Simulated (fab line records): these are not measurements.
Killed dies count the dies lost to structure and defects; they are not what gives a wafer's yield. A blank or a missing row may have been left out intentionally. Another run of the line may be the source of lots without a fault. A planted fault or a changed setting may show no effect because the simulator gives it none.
fab line records    flow nandHarc
[record] lots = 5  wafers = 15  lastDay = 33
route steps=1302 shown A_CHANNEL_HOLE_D2@585 END@1302
lots that met no fault: taken from a fault-free run of the same line
startH: start of the lot's first displayed wafer, in hours after the record's first day    waitH: hours elapsed since this lot's preceding step    " the same as in the row above    L1.1+2: a row that stands for several wafers    - no value present, or no start provided    * or withheld: withheld    < > ~ a bound
route shown NAME@n: a module of which the file shows steps, and the number in the route of the first    usual: the fault-free wafers' mean and standard deviation    same: alike in all rows    chamber/n: place in a boat    sites: the reading at each site    _std_site: their standard deviation    _edge_site: mean of outer sites minus mean of inner sites    radiusMm: for every site, how far away it sits from the centre of the wafer    mask NAME#n: copy n    behind: the most recent tool/chamber to have shaped the wafer    hold: why the lot was held/for how many hours/how that ended    device: the n, p or np transistor that did not switch    end of line: tests of these same wafers at the route's end    a step with no rows: only its recipe    killed: dies lost to structure and defects at the first sort, not the wafer's yield    map: per-die view of a wafer (x killed, . not killed, _ where there is no die)
set.NAME: the setting that was run; set.NAME@STEP: the one run at that earlier step    model.NAME: the simulator's own value behind a step, which no gauge read
lots at some steps of the route; a table a step, a row a wafer
services: the hour from which a tool's chamber was out of use, counted from the record's first day as startH (under 0 if before that day), plus the number of hours and why
[[steps]]
[step NHARC_A_CHANNEL_HOLE_D2_DESCUM_15]
[recipe] timeS = 3  o2FlowSccm = 200  arFlowSccm = 0  biasPowerW = 0  chemistry = O2
[step NHARC_A_CHANNEL_HOLE_D2_ETCH_38]
[recipe] targetDepthA = 390  overEtchFrac = 0.3  timeS = 65  ionEnergyEv = 80  cf4FlowSccm = 150  arFlowSccm = 0  rfW = 300  biasW = 100  chemistry = CF4
[step NHARC_A_CHANNEL_HOLE_D2_ETCH_39]
[recipe] targetDepthA = 2600  overEtchFrac = 0.3  timeS = 325  ionEnergyEv = 200  n2FlowSccm = 150  h2FlowSccm = 150  arFlowSccm = 0  rfW = 400  biasW = 150  chemistry = N2/H2
[step NHARC_A_CHANNEL_HOLE_D2_ETCH_34]
[recipe] targetDepthA = 1540  timeS = 77  cf4FlowSccm = 100  chf3FlowSccm = 30  arFlowSccm = 0  rfW = 500  biasW = 200  chemistry = CF4/CHF3
[step NHARC_A_CHANNEL_HOLE_D2_ETCH_16]
[recipe] targetDepthA = 31000  overEtchFrac = 0.3  timeS = 806  ionEnergyEv = 150  o2FlowSccm = 400  cosFlowSccm = 20  arFlowSccm = 0  rfW = 500  biasW = 300  chemistry = O2/COS
[step NHARC_A_CHANNEL_HOLE_D2_ETCH_19]
[recipe] biasV = 1200  sourceW = 2500  pressureMtorr = 15  timeS = 34.5  arFlowSccm = 375  c4f8FlowSccm = 28.8  o2FlowSccm = 96.2  tempC = -20  targetDepthA = *  chemistry = C4F8/O2/Ar
[step NHARC_A_CHANNEL_HOLE_D2_ETCH_20]
[recipe] biasV = 3000  sourceW = withheld  pressureMtorr = 20  timeS = 361.9  arFlowSccm = 375  c4f8FlowSccm = 89.3  o2FlowSccm = 35.7  tempC = -20  targetDepthA = 16000  chemistry = C4F8/O2/Ar
[step NHARC_A_CHANNEL_HOLE_D2_ETCH_21]
[recipe] biasV = 3000  sourceW = withheld  pressureMtorr = 20  timeS = 514.3  arFlowSccm = 375  c4f8FlowSccm = 89.3  o2FlowSccm = 35.7  tempC = -20  targetDepthA = 16000  chemistry = C4F8/O2/Ar
[step NHARC_A_CHANNEL_HOLE_D2_ETCH_22]
[recipe] biasV = 3000  sourceW = withheld  pressureMtorr = 20  timeS = 666.7  arFlowSccm = 375  c4f8FlowSccm = 89.3  o2FlowSccm = 35.7  tempC = -20  targetDepthA = 16000  chemistry = C4F8/O2/Ar
[usual] c4f8FlowSccm = 89.32/0.27  chamberPressureMTorr = 19.999/0.018  drypumpMotorCurrentA = 5.9/0.62  mfcArSccm = 375.1/1.1  showerheadPlenumPTorr = 3.74/0.16  throttleValvePct = 32.155/0.0089
lot.wafer  tool        chamber  startH  waitH  c4f8FlowSccm  chamberPressureMTorr  drypumpMotorCurrentA  mfcArSccm  rfHoursCounterH  showerheadPlenumPTorr  throttleValvePct
L355.2     harEtch-02  1        337.57  0.4    -             -                     -                     -          -                -                      -
L355.5     "           0        "       "      -             -                     -                     -          -                -                      -
L355.6     "           1        "       "      -             -                     -                     -          -                -                      -
L354.2     harEtch-01  0        337.69  0.4    -             -                     -                     -          -                -                      -
L354.1     "           1        "       "      -             -                     -                     -          -                -                      -
L354.4     "           0        "       "      -             -                     -                     -          -                -                      -
L356.2     harEtch-02  0        341.64  0.4    -             -                     -                     -          -                -                      -
L356.4     "           0        "       "      -             -                     -                     -          -                -                      -
L356.3     "           1        "       "      -             -                     -                     -          -                -                      -
L370.2     harEtch-02  1        491.17  0.4    88.94         19.979                6.8                   375.5      58               3.87                   32.153
L370.1     "           0        "       "      88.96         20.021                5.9                   376.0      58               3.90                   32.154
L370.3     "           1        "       "      88.82         19.999                6.8                   375.6      -                3.87                   32.161
L373.1     harEtch-01  0        518.96  0.4    89.05         19.955                5.3                   376.5      284              3.49                   32.135
L373.2     "           1        "       "      88.93         19.978                5.3                   374.4      284              3.62                   32.152
L373.3     "           1        "       "      89.31         20.037                5.4                   374.1      -                3.62                   32.153
[step NHARC_A_CHANNEL_HOLE_D2_ETCH_23]
[recipe] biasV = 5000  sourceW = withheld  pressureMtorr = 20  timeS = 819  arFlowSccm = 375  c4f8FlowSccm = 89.3  o2FlowSccm = 35.7  tempC = -20  targetDepthA = 16000  chemistry = C4F8/O2/Ar
[step NHARC_A_CHANNEL_HOLE_D2_ETCH_24]
[recipe] biasV = 5000  sourceW = withheld  pressureMtorr = 20  timeS = 906.2  arFlowSccm = 375  c4f8FlowSccm = 93.8  o2FlowSccm = 31.2  tempC = -20  targetDepthA = 15000  chemistry = C4F8/O2/Ar
[step NHARC_A_CHANNEL_HOLE_D2_ETCH_25]
[recipe] biasV = 5000  sourceW = withheld  pressureMtorr = 20  timeS = 1040.2  arFlowSccm = 375  c4f8FlowSccm = 93.8  o2FlowSccm = 31.2  tempC = -20  targetDepthA = 15000  chemistry = C4F8/O2/Ar
[step NHARC_A_CHANNEL_HOLE_D2_ETCH_26]
[recipe] biasV = 300  sourceW = 2000  pressureMtorr = 30  timeS = 224.1  arFlowSccm = 375  c4f8FlowSccm = 11.4  o2FlowSccm = 113.6  tempC = -20  targetDepthA = 3000  chemistry = C4F8/O2/Ar
[step NHARC_A_CHANNEL_HOLE_D2_ETCH_27]
[recipe] biasV = 400  sourceW = 2000  pressureMtorr = 25  timeS = 90  arFlowSccm = 375  c4f8FlowSccm = 41.7  o2FlowSccm = 83.3  tempC = -20  targetDepthA = 4000  chemistry = C4F8/O2/Ar
[step NHARC_A_CHANNEL_HOLE_D2_STRIP_41]
[recipe] n2FlowSccm = 150  h2FlowSccm = 150  arFlowSccm = 0  biasW = 0  chemistry = N2/H2
[step NHARC_A_CHANNEL_HOLE_D2_STRIP_42]
[recipe] cf4FlowSccm = 100  chf3FlowSccm = 30  arFlowSccm = 0  biasW = 0  chemistry = CF4/CHF3
[step NHARC_A_CHANNEL_HOLE_D2_STRIP_43]
[recipe] o2FlowSccm = 400  cosFlowSccm = 20  arFlowSccm = 0  biasW = 0  chemistry = O2/COS
[step NHARC_A_CHANNEL_HOLE_D2_ETCH_44]
[recipe] targetDepthA = 1400  overetchA = 140  timeS = 77  ionEnergyEv = 100  cf4FlowSccm = 80  o2FlowSccm = 20  arFlowSccm = 0  rfW = 300  biasW = 100  chemistry = CF4/O2
[usual] biasW = 100.0/0.31  cf4FlowSccm = 80.04/0.26  drypumpMotorCurrentA = 5.8/0.5  mfcArSccm = 0.012/0.012  oesProductAu = 1.001/0.011  rfVppV = 198.0/1.2  showerheadPlenumPTorr = 1.34/0.052  throttleValvePct = 13.399/0.0099
lot.wafer  tool        chamber  startH  waitH  biasW  cf4FlowSccm  drypumpMotorCurrentA  mfcArSccm  oesProductAu  rfHoursCounterH  rfVppV  showerheadPlenumPTorr  throttleValvePct  model.A_CHANNEL_HOLE_D2.cdNm
L355.2     rieDiel-10  2        341.35  0.1    100.0  80.36        4.9                   0.023      1.015         5.6              198.9   1.41                   13.397            99.55
L355.5     "           0        "       "      100.2  79.80        5.8                   0.021      1.001         -                197.2   1.31                   13.396            99.02
L355.6     "           1        "       "      100.6  80.27        5.9                   0          1.018         -                197.3   1.33                   13.399            100.9
L354.2     rieDiel-09  1        341.52  0.1    100.0  80.13        6.7                   0          1.010         0.8              197.8   1.30                   13.396            97.8
L354.4     "           2        "       "      100.4  79.98        5.8                   0.024      0.983         0.8              197.4   1.31                   13.403            100.7
L354.1     "           3        "       "      100.5  79.41        6.0                   0.003      1.011         0.8              199.6   1.40                   13.416            95.25
L356.3     rieDiel-10  3        345.48  0.0    99.8   80.17        5.1                   0          1.019         6.4              199.0   1.35                   13.382            102
L356.2     "           1        "       "      100.2  80.12        5.9                   0          1.018         4.8              197.0   1.33                   13.401            101.3
L356.4     "           2        "       "      99.8   80.16        4.9                   0.023      1.008         5.7              200.1   1.41                   13.395            2.349
L370.1     rieDiel-10  0        495.03  0.0    100.1  80.08        5.8                   0.021      0.973         4.7              197.8   1.31                   13.406            88.22
L370.3     "           1        "       "      100.8  80.32        5.9                   0          0.999         5.2              197.6   1.33                   13.401            88.7
L370.2     "           3        "       "      100.1  79.89        5.1                   0          0.981         2.7              197.3   1.35                   13.404            90.08
L373.2     rieDiel-05  2        522.83  0.1    99.7   79.72        5.1                   0.021      0.997         7.3              198.5   1.33                   13.409            90.56
L373.1     "           3        "       "      99.8   80.59        6.0                   0.007      1.029         8.3              196.2   1.25                   13.395            92.79
L373.3     "           1        "       "      99.7   79.34        5.2                   0          1.013         6.2              197.2   1.30                   13.398            90.26
[step NHARC_A_CHANNEL_HOLE_D2_STRIP_28]
[recipe] o2FlowSccm = 500  arFlowSccm = 0  biasW = 0  chemistry = O2
[step NHARC_A_CHANNEL_HOLE_D2_PRECLEAN_29]
[recipe] timeS = *  tempC = 50  bathAgeMin = 0  chemistry = SC1
[step NHARC_A_CHANNEL_HOLE_D2_SRD_30]
[step NHARC_A_CHANNEL_HOLE_D2_CD_MEAS_31]
[usual] cdNm = 90.1/1.5
lot.wafer  tool      chamber  startH  waitH  cdNm
L355.2     cdSem-03  -        342.13  -      1.2
L355.5     "         -        "       "      1.4
L355.6     "         -        "       "      1.3
L354.1     cdSem-01  -        342.33  -      1.1
L354.2     "         -        "       "      -0.2
L354.4     "         -        "       "      0.6
L356.2     cdSem-02  -        346.28  -      2.3
L356.3     "         -        "       "      1.5
L356.4     "         -        "       "      2.4
L370.1     cdSem-03  -        495.83  -      89.1
L370.2     "         -        "       "      89.4
L370.3     "         -        "       "      89.2
L373.1     cdSem-02  -        523.63  -      92.3
L373.2     "         -        "       "      90.4
L373.3     "         -        "       "      90.4
[step NHARC_A_CHANNEL_HOLE_D2_XSEM_32]
[recipe] landingEnergyEv = 35000
[usual] botCdNm = 74.9/1.6  bowNm = 8.65/0.23  tiltDeg = 0.07/0.035
[same] landingEnergyEv = 35000
lot.wafer  tool     chamber  startH  waitH  botCdNm  bowNm  tiltDeg
L355.2     xsem-01  0        342.22  0.1    1.0      0.26   0.02
L355.5     "        0        "       "      1.2      0.26   0.02
L355.6     "        0        "       "      1.2      0.26   0.02
L354.1     xsem-02  0        342.42  0.1    1.3      0.56   -0.02
L354.2     "        0        "       "      0.1      0.57   -0.02
L354.4     "        0        "       "      0.4      0.56   -0.02
L356.2     xsem-01  0        346.37  0.1    3.0      0.05   0.07
L356.3     "        0        "       "      2.5      0.05   0.07
L356.4     "        0        "       "      3.0      0.05   0.07
L370.1     xsem-02  0        495.92  0.1    72.6     8.76   0.07
L370.2     "        0        "       "      73.9     8.71   0.07
L370.3     "        0        "       "      73.2     8.58   0.07
L373.1     xsem-02  0        523.72  0.1    78.0     8.82   0.04
L373.2     "        0        "       "      76.0     8.82   0.04
L373.3     "        0        "       "      75.3     8.85   0.05
[step NHARC_END_SORT_01]
[recipe] tempC = 25
[usual] killedAtArray = 56/18  killedAtOther = 1.4/1.5  killedAtPeriphery = 4/3.1  killedDies = 61/19  killedOpen = 3.5/1.8  killedShort = 2.4/1.4
[same] grossDies = 677
lot.wafer  tool       chamber  startH  waitH  killedAtArray  killedAtOther  killedAtPeriphery  killedDies  killedOpen  killedShort
L355.2     prober-02  0        601.75  2.8    671            2              4                  677         6           3
L355.5     prober-02  0        604.10  3.6    667            4              6                  677         2           2
L355.6     prober-02  0        604.88  3.9    673            3              1                  677         4           2
L354.1     prober-01  0        606.89  2.5    670            2              5                  677         6           2
L354.2     prober-01  0        607.68  2.8    675            0              2                  677         4           2
L354.4     prober-01  0        609.26  3.4    673            1              3                  677         2           1
L356.2     prober-02  0        613.12  2.8    677            0              0                  677         2           2
L356.3     prober-02  0        613.92  3.1    673            3              1                  677         3           2
L356.4     prober-02  0        614.72  3.4    674            0              3                  677         8           6
// killed by level:class
L355.2 A_CHANNEL_HOLE_D2:areaEtch=598 A_CHANNEL_HOLE_D2:chamberFilmFlake=31 A_CHANNEL_HOLE_D1:chamberFilmFlake=26 A_STAIRCASE:chamberFilmFlake=3 A_BLC:geometricParticle:open=2 A_M0:geometricParticle:open=2 A_DECK1_JOINT:chamberFilmFlake=2 A_CHANNEL_FILL_D2:chamberFilmFlake=2
L355.5 A_CHANNEL_HOLE_D2:areaEtch=594 A_CHANNEL_HOLE_D2:chamberFilmFlake=31 A_CHANNEL_HOLE_D1:chamberFilmFlake=30 THIN_TSV:chamberFilmFlake=4 P_STI:chamberFilmFlake=3 A_CHANNEL_FILL_D2:chamberFilmFlake=3 P_ZERO_WELL:chamberFilmFlake=2 A_WL_FILL:chamberFilmFlake=2
L355.6 A_CHANNEL_HOLE_D2:areaEtch=595 A_CHANNEL_HOLE_D2:chamberFilmFlake=35 A_CHANNEL_HOLE_D1:chamberFilmFlake=30 A_CHANNEL_FILL_D2:chamberFilmFlake=3 THIN_TSV:chamberFilmFlake=3 A_WL_FILL:geometricParticle:open=2 A_BONDPAD:chamberFilmFlake=2 P_CONTACT:geometricParticle:open=1
L354.1 A_CHANNEL_HOLE_D2:areaEtch=626 A_SLIT:chamberFilmFlake=26 A_CHANNEL_HOLE_D2:chamberFilmFlake=10 P_CONTACT:geometricParticle:open=2 A_CHANNEL_FILL_D1:geometricParticle:open=2 P_ZERO_WELL:chamberFilmFlake=2 A_CHANNEL_FILL_D2:chamberFilmFlake=2 P_M0:geometricParticle:short=1
L354.2 A_CHANNEL_HOLE_D2:areaEtch=631 A_SLIT:chamberFilmFlake=19 A_CHANNEL_HOLE_D2:chamberFilmFlake=10 A_M1:chamberFilmFlake=4 A_STAIRCASE:chamberFilmFlake=3 A_CHANNEL_FILL_D2:geometricParticle:open=2 A_CHANNEL_FILL_D2:chamberFilmFlake=2 P_M0:geometricParticle:short=1
L354.4 A_CHANNEL_HOLE_D2:areaEtch=624 A_SLIT:chamberFilmFlake=21 A_CHANNEL_HOLE_D2:chamberFilmFlake=12 A_CONTACT:chamberFilmFlake=3 P_ZERO_WELL:chamberFilmFlake=2 A_CHANNEL_HOLE_D1:chamberFilmFlake=2 A_STAIRCASE:chamberFilmFlake=2 A_WL_FILL:chamberFilmFlake=2
L356.2 A_CHANNEL_HOLE_D2:areaEtch=633 A_CHANNEL_HOLE_D2:chamberFilmFlake=29 A_CHANNEL_FILL_D2:chamberFilmFlake=3 A_CHANNEL_HOLE_D1:chamberFilmFlake=2 A_STAIRCASE:chamberFilmFlake=2 A_CONTACT:chamberFilmFlake=2 A_ONON_D1:geometricParticle:short=1 A_CHANNEL_FILL_D1:geometricParticle:open=1
L356.3 A_CHANNEL_HOLE_D2:areaEtch=630 A_CHANNEL_HOLE_D2:chamberFilmFlake=27 A_CONTACT:chamberFilmFlake=5 A_M0:geometricParticle:open=3 A_CHANNEL_HOLE_D1:chamberFilmFlake=3 THIN_TSV:chamberFilmFlake=3 A_CHANNEL_FILL_D2:chamberFilmFlake=2 A_ONON_D1:geometricParticle:short=1
L356.4 A_CHANNEL_HOLE_D2:areaEtch=628 A_CHANNEL_HOLE_D2:chamberFilmFlake=25 A_CONTACT:chamberFilmFlake=5 A_SLIT:chamberFilmFlake=3 A_CHANNEL_HOLE_D2:geometricParticle:short=2 P_STI:geometricParticle:short=1 P_M0:geometricParticle:open=1 P_M1:geometricParticle:open=1
// map L354.1 (x killed, . not)
____________x____________
_________xxxxxxx_________
_______xxxxxxxxxxx_______
______xxxxxxxxxxxxx______
_____xxxxxxxxxxxxxxx_____
____xxxxxxxxxxxxxxxxx____
____xxxxxxxxxxxxxxxxx____
___xxxxxxxxxxxxxxxxxxx___
___xxxxxxxxxxxxxxxxxxx___
__xxxxxxxxxxxxxxxxxxxxx__
__xxxxxxxxxxxxxxxxxxxxx__
_xxxxxxxxxxxxxxxxxxxxxxx_
_xxxxxxxxxxxxxxxxxxxxxxx_
_xxxxxxxxxxxxxxxxxxxxxxx_
_xxxxxxxxxxxxxxxxxxxxxxx_
_xxxxxxxxxxxxxxxxxxxxxxx_
xxxxxxxxxxxxxxxxxxxxxxxxx
xxxxxxxxxxxxxxxxxxxxxxxxx
xxxxxxxxxxxxxxxxxxxxxxxxx
xxxxxxxxxxxxxxxxxxxxxxxxx
xxxxxxxxxxxxxxxxxxxxxxxxx
_xxxxxxxxxxxxxxxxxxxxxxx_
_xxxxxxxxxxxxxxxxxxxxxxx_
_xxxxxxxxxxxxxxxxxxxxxxx_
_xxxxxxxxxxxxxxxxxxxxxxx_
_xxxxxxxxxxxxxxxxxxxxxxx_
__xxxxxxxxxxxxxxxxxxxxx__
__xxxxxxxxxxxxxxxxxxxxx__
___xxxxxxxxxxxxxxxxxxx___
___xxxxxxxxxxxxxxxxxxx___
____xxxxxxxxxxxxxxxxx____
____xxxxxxxxxxxxxxxxx____
_____xxxxxxxxxxxxxxx_____
______xxxxxxxxxxxxx______
_______xxxxxxxxxxx_______
_________xxxxxxx_________
____________x____________
// map L355.2 (x killed, . not)
____________x____________
_________xxxxxxx_________
_______xxxxxxxxxxx_______
______xxxxxxxxxxxxx______
_____xxxxxxxxxxxxxxx_____
____xxxxxxxxxxxxxxxxx____
____xxxxxxxxxxxxxxxxx____
___xxxxxxxxxxxxxxxxxxx___
___xxxxxxxxxxxxxxxxxxx___
__xxxxxxxxxxxxxxxxxxxxx__
__xxxxxxxxxxxxxxxxxxxxx__
_xxxxxxxxxxxxxxxxxxxxxxx_
_xxxxxxxxxxxxxxxxxxxxxxx_
_xxxxxxxxxxxxxxxxxxxxxxx_
_xxxxxxxxxxxxxxxxxxxxxxx_
_xxxxxxxxxxxxxxxxxxxxxxx_
xxxxxxxxxxxxxxxxxxxxxxxxx
xxxxxxxxxxxxxxxxxxxxxxxxx
xxxxxxxxxxxxxxxxxxxxxxxxx
xxxxxxxxxxxxxxxxxxxxxxxxx
xxxxxxxxxxxxxxxxxxxxxxxxx
_xxxxxxxxxxxxxxxxxxxxxxx_
_xxxxxxxxxxxxxxxxxxxxxxx_
_xxxxxxxxxxxxxxxxxxxxxxx_
_xxxxxxxxxxxxxxxxxxxxxxx_
_xxxxxxxxxxxxxxxxxxxxxxx_
__xxxxxxxxxxxxxxxxxxxxx__
__xxxxxxxxxxxxxxxxxxxxx__
___xxxxxxxxxxxxxxxxxxx___
___xxxxxxxxxxxxxxxxxxx___
____xxxxxxxxxxxxxxxxx____
____xxxxxxxxxxxxxxxxx____
_____xxxxxxxxxxxxxxx_____
______xxxxxxxxxxxxx______
_______xxxxxxxxxxx_______
_________xxxxxxx_________
____________x____________
[[services]]
tool        chamber  startH  hours  kind
rieDiel-09  -        320.10  9.0    pm
rieDiel-10  0        325.00  -      clean
rieDiel-10  1        325.00  -      clean
rieDiel-10  2        325.00  -      clean
rieDiel-10  3        325.00  -      clean
rieDiel-05  3        327.42  6.9    repair
rieDiel-10  1        348.58  1.7    repair
rieDiel-10  0        349.50  -      clean
rieDiel-10  2        349.50  -      clean
rieDiel-10  3        349.50  -      clean
xsem-01     -        374.00  14.0   pm
rieDiel-10  0        374.00  -      clean
rieDiel-10  1        374.00  -      clean
rieDiel-10  2        374.00  -      clean
rieDiel-10  3        374.00  -      clean
rieDiel-10  1        374.87  7.8    repair
harEtch-02  -        377.00  17.0   pm
harEtch-02  0        377.00  17.0   ventCycle
rieDiel-05  -        406.60  9.0    pm
rieDiel-09  3        408.66  6.2    repair
rieDiel-10  -        419.50  9.0    pm
rieDiel-10  3        431.38  8.0    repair
rieDiel-10  3        478.23  5.2    repair
rieDiel-09  -        497.74  9.0    pm
[[key]]
[firstSign] step = NHARC_A_CHANNEL_HOLE_D2_ETCH_22  reading = toolRecord  direction = missing
[effect] step = NHARC_A_CHANNEL_HOLE_D2_CD_MEAS_31  reading = cdNm  direction = down  sigmas = 60  usual = 90.1  struck = 1.3
[effect] step = NHARC_A_CHANNEL_HOLE_D2_XSEM_32  reading = botCdNm  direction = down  sigmas = 46  usual = 74.9  struck = 1.5
[effect] step = NHARC_END_SORT_01  reading = killedAtArray  direction = up  sigmas = 34  usual = 56  struck = 673
[modelEffect] step = NHARC_A_CHANNEL_HOLE_D2_ETCH_44  value = A_CHANNEL_HOLE_D2.cdNm  without = 90.54  struck = 88.77
[moreKillsBornAt] NHARC_A_CHANNEL_HOLE_D2_ETCH_22@harEtch-02 = 3678  NHARC_A_CHANNEL_HOLE_D2_ETCH_22@harEtch-01 = 1881
metAt NHARC_A_CHANNEL_HOLE_D2_ETCH_22
struckWafers L354.1,L354.2,L354.4,L355.2,L355.5,L355.6,L356.2,L356.3,L356.4
laterRowsLeftOut L354.1,L354.2,L354.4,L355.2,L355.5,L355.6,L356.2,L356.3,L356.4
testerLeftOut L354,L355,L356
[fault] kind = skippedStepWhole  tool = harEtch-01,harEtch-02  chamber = -  onsetH = 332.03  steps = NHARC_A_CHANNEL_HOLE_D2_ETCH_22  scope = struckLotsOnly
// testerLeftOut: of these lots the tester's yield and bins aren't shown, on N5 and GAA mostly nor the transistor test; their killed dies are dies lost to structure and defects alone, not to doping, threshold or leakage, so they don't give the yield
// laterRowsLeftOut: the simulator's readings of these wafers behind a module that went badly wrong aren't trusted and aren't shown, but for the sort
